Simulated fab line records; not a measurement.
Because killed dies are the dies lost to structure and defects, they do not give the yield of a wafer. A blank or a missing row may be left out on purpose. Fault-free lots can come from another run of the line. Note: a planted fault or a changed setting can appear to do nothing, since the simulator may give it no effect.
A struck lot beside a sound one || flow nand-harc || 15 out of 1302 route steps
Sound: the wafers L848.2, L848.3, L848.6. Wafers struck: L855.2, L855.3, L855.5. The cause is named last.
Per side, at each step with rows, come the tool, then ch with its chambers, and then its first start. Under that, the readings that differ: sound wafers || struck wafers || difference of the means || sigmas: that difference in standard deviations of wafers without a fault.
alike: words and numbers the same on both sides, and readings whose means are apart by under 2 such deviations; not compared: readings that were withheld, readings missing a value for some wafer, numbers with overlapping values and no deviation given by the record, and bounds like >300 which may hide the same value.
Wherever a step has rows on one side only, a row that says differs or no value, or a row with sigmas, the two part there. Numbers that don't overlap but have no deviation are shown without sigmas and don't part them. A reading missing from all wafers of one side parts the sides only when that side holds two or more wafers.

first, 1 step without rows for these wafers: NHARC_P_M0_DEVELOP_08 (develop time 35 s).
NHARC_P_M0_CD_MEAS_09 targets a cd of 90 nm.
  sound on cd-sem-01 ch 0, day 8 02:06; struck on cd-sem-01 ch 0, day 11 01:40
  alike: cd-nm
NHARC_P_M0_OVL_MEAS_10: pitch 180 nm.
  sound on overlay-02 at day 8 02:11; struck on overlay-01 at day 11 01:45
{"reading": "overlay-x-nm (nm)", "sound": "-0.4 0.1 -0.7", "struck": "1.4 1.8 1.7", "difference": "+2.0", "sigmas": "+3"}
  alike: overlay-y-nm
NHARC_P_M0_INSPECT_11:
  sound on defect-inspect-02 at day 8 02:13; struck on defect-inspect-01 at day 11 01:47
  alike: raw-defect-count
NHARC_P_M0_DESCUM_14: chemistry O2, time 3 s.
  sound on rie-diel-06 ch 2,3, day 8 02:17; struck on rie-diel-06 ch 0,1, day 11 01:52
  alike: drypump-motor-current-A, oes-product-au, rf-vpp-V, showerhead-plenum-p-Torr, throttle-valve-pct
  not compared: rf-hours-counter-h
then, 1 step without rows for these wafers: NHARC_P_M0_ETCH_34 (etches the open film in N2/H2, target depth 40 nm, overetch 12 nm, time 43.94 s).
NHARC_P_M0_ETCH_15: etches the open film in C4F8/Ar, target depth 150 nm, overetch 15 nm, time 82.5 s.
  sound: rie-diel-06 ch 0,2,3; struck: rie-diel-06 ch 1,2,3
  alike: oes-product-au, rf-vpp-V
  not compared: rf-hours-counter-h
NHARC_P_M0_CD_MEAS_16:
  sound on cd-sem-01 at day 8 02:35; struck on cd-sem-02 at day 11 02:09
  alike: cd-nm
then, 2 steps without rows for these wafers: NHARC_P_M0_STRIP_18 (strips in N2/H2); NHARC_P_M0_STRIP_19 (strips in post etch residue remover, time 600 s).
NHARC_P_M0_DEGAS_28: time 60 s.
  sound on pvd-sputter-01 at day 8 03:16; struck on pvd-sputter-02 at day 11 02:46
{"reading": "heater-power-w (W)", "sound": "357 376 353", "struck": "270 308 315", "difference": -64, "sigmas": -2}
NHARC_P_M0_PRE_CLEAN_29: time 30 s.
  sound on pvd-sputter-01; struck on pvd-sputter-02
  alike: heater-power-w
NHARC_P_M0_PVD_20: deposits TaN, target thk 5 nm, time 8.06 s.
  sound on pvd-sputter-01 at day 8 03:23; struck on pvd-sputter-02 at day 11 03:09
  alike: throttle-valve-pct
NHARC_P_M0_PVD_21: deposits Cu, target thk 30 nm, time 20.49 s.
  sound on pvd-sputter-01; struck on pvd-sputter-02
  alike: throttle-valve-pct
-- jump in the record: it breaks off in module P_M0 and resumes in module END (first step shown: number 1302 of the route), and 18 days separate the struck wafers' starts before and after --
NHARC_END_SORT_01:
  sound on prober-02 ch 0, day 25 22:31; struck on prober-01 ch 0, day 29 07:46
  alike: defect-limited-yield, killed-at-array, killed-at-other, killed-at-periphery, killed-dies, killed-open, killed-short

== WHERE THEY PART ==
Earliest at NHARC_P_M0_OVL_MEAS_10; latest, in this record, at NHARC_P_M0_DEGAS_28. Later steps at which nothing parts them and some readings are alike: NHARC_P_M0_PRE_CLEAN_29, NHARC_P_M0_PVD_20, NHARC_P_M0_PVD_21, NHARC_END_SORT_01.

WHY: whatever the simulator had introduced
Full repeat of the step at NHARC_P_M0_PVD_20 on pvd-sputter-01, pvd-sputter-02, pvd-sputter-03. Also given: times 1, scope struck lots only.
